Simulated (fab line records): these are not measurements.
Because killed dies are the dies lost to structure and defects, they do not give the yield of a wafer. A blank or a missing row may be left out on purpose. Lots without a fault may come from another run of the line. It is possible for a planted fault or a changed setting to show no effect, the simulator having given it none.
A single fault, viewed from 3 desks | flow n5-finfet | every desk sees just its own numbers, and what lay behind them comes last

## THE DEFECT DESK
Per lot, the means of the sampled wafers with a number show what the inspections along the route counted. The brackets show how far a lot's mean lies from the usual mean; more than 4 standard deviations puts the lot out of limits, marked OUT.
Columns: A = raw-defect-count at N5_FIN_SAQP_INSPECT_40, usual 213; B = raw-defect-count at N5_FIN_CUT_INSPECT_10, usual 39; C = raw-defect-count at N5_FIN_CUT_INSPECT_17, usual 215
lot  | first seen here | A   | B             | C
L566 | day 2 15:18     | 252 | 41            | 269
L568 | day 3 03:17     | 258 | 47            | 256
L572 | day 4 04:28     | 200 | 40            | 206
L573 | day 4 08:27     | 146 | 26            | 136
L574 | day 4 14:34     | 158 | 30            | 130
L581 | day 6 10:28     | 301 | 146 (+11) OUT | 275
L583 | day 6 21:39     | 320 | 167 (+13) OUT | 304
L586 | day 7 15:53     | 283 | 42            | 288
This desk's finding: out of limits on L581, L583; first on L581, day 6 10:59 (raw-defect-count at N5_FIN_CUT_INSPECT_10). L566, L568, L572, L573, L574, L586: within limits.

## THE TOOL OWNER'S DESK: rie-diel-05
The tool's own readings at N5_FIN_SAQP_ETCH_69 (etches SOC in N2/H2, stops on SiNx, target depth 150 nm): means of the sampled wafers that have a number, for each lot that ran on this tool. The brackets show how far a lot's mean lies from the usual mean; more than 4 standard deviations puts the lot out of limits, marked OUT.
Columns: A = chamber-pressure-mTorr at N5_FIN_SAQP_ETCH_69, usual 30.000 mTorr; B = drypump-motor-current-A at N5_FIN_SAQP_ETCH_69, usual 5.6 A; C = h2-flow-sccm at N5_FIN_SAQP_ETCH_69, usual 200.0 sccm; D = oes-product-au at N5_FIN_SAQP_ETCH_69, usual 0.75 a.u.; E = rf-vpp-V at N5_FIN_SAQP_ETCH_69, usual 240.6 V; F = showerhead-plenum-p-Torr at N5_FIN_SAQP_ETCH_69, usual 2.52 Torr; G = throttle-valve-pct at N5_FIN_SAQP_ETCH_69, usual 17.8 %
lot  | first seen here | A      | B   | C     | D    | E     | F    | G
L566 | day 2 13:17     | 30.035 | 5.2 | 199.9 | 0.69 | 243.1 | 2.56 | 17.8
L568 | day 3 01:43     | 30.025 | 5.7 | 199.3 | 0.80 | 240.1 | 2.47 | 17.7
L572 | day 4 03:00     | 30.015 | 5.6 | 199.5 | 0.79 | 239.6 | 2.47 | 17.7
L573 | day 4 06:54     | 29.999 | 5.6 | 200.5 | 0.79 | 241.0 | 2.53 | 17.6
L581 | day 6 08:58     | 29.994 | 5.3 | 200.0 | 0.83 | 239.7 | 2.50 | 17.7
L583 | day 6 20:14     | 29.996 | 5.8 | 200.1 | 0.93 | 240.8 | 2.51 | 17.1
This desk found nothing out of limits on any of the 6 lots.

## THE METROLOGY DESK
What the gauges read for every lot (on any tool): the sampled wafers with a number, averaged. The brackets show how far a lot's mean lies from the usual mean; more than 4 standard deviations puts the lot out of limits, marked OUT. Of its 10 readings 7 are shown: those that lie furthest out on some lot.
Columns: A = IOFF_N at N5_BEOL_M4_RC_MEAS_101, usual 0.19 nA/um; B = IOFF_P at N5_BEOL_M4_RC_MEAS_101, usual 0.24 nA/um; C = ION_N at N5_BEOL_M4_RC_MEAS_101, usual 679 uA/um; D = ION_P at N5_BEOL_M4_RC_MEAS_101, usual 465 uA/um; E = SS_N at N5_BEOL_M4_RC_MEAS_101, usual 72.0 mV/dec; F = VT_N at N5_BEOL_M4_RC_MEAS_101, usual 248 mV; G = VT_P at N5_BEOL_M4_RC_MEAS_101, usual -249 mV
lot  | first seen here | A    | B    | C   | D   | E    | F   | G
L566 | day 8 11:52     | 0.16 | 0.21 | 670 | 464 | 71.5 | 251 | -250
L568 | day 8 20:35     | 0.23 | 0.29 | 691 | 471 | 72.1 | 245 | -246
L573 | day 10 09:25    | 0.20 | 0.27 | 684 | 468 | 72.2 | 248 | -245
L572 | day 10 21:11    | 0.14 | 0.20 | 660 | 457 | 71.4 | 253 | -251
L574 | day 11 11:34    | 0.21 | 0.28 | 696 | 477 | 72.2 | 244 | -245
L581 | day 12 19:31    | 0.18 | 0.21 | 673 | 458 | 72.1 | 250 | -252
L583 | day 13 00:09    | 0.18 | 0.23 | 678 | 464 | 71.9 | 247 | -250
L586 | day 14 00:07    | 0.17 | 0.22 | 676 | 463 | 72.0 | 251 | -251
This desk found nothing out of limits on any of the 8 lots.

## TAKEN TOGETHER
The defect desk could have raised an alarm at day 6 10:59, on L581, L583.
The desk of the tool owner found nothing out of limits.
At the metrology desk, nothing out of limits was observed.
On record at the tool owner's desk: L581, L583, within its limits.
The metrology desk holds a record of L581, L583, inside its limits.
Every lot named ran N5_FIN_SAQP_ETCH_69 on rie-diel-05.

## WHAT WAS PUT IN BY THE SIMULATOR
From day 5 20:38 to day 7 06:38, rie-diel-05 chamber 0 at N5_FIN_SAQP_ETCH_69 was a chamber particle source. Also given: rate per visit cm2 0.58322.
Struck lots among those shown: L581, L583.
Hours from the fault's start to each desk's first reading out of limits: the defect desk, 14.
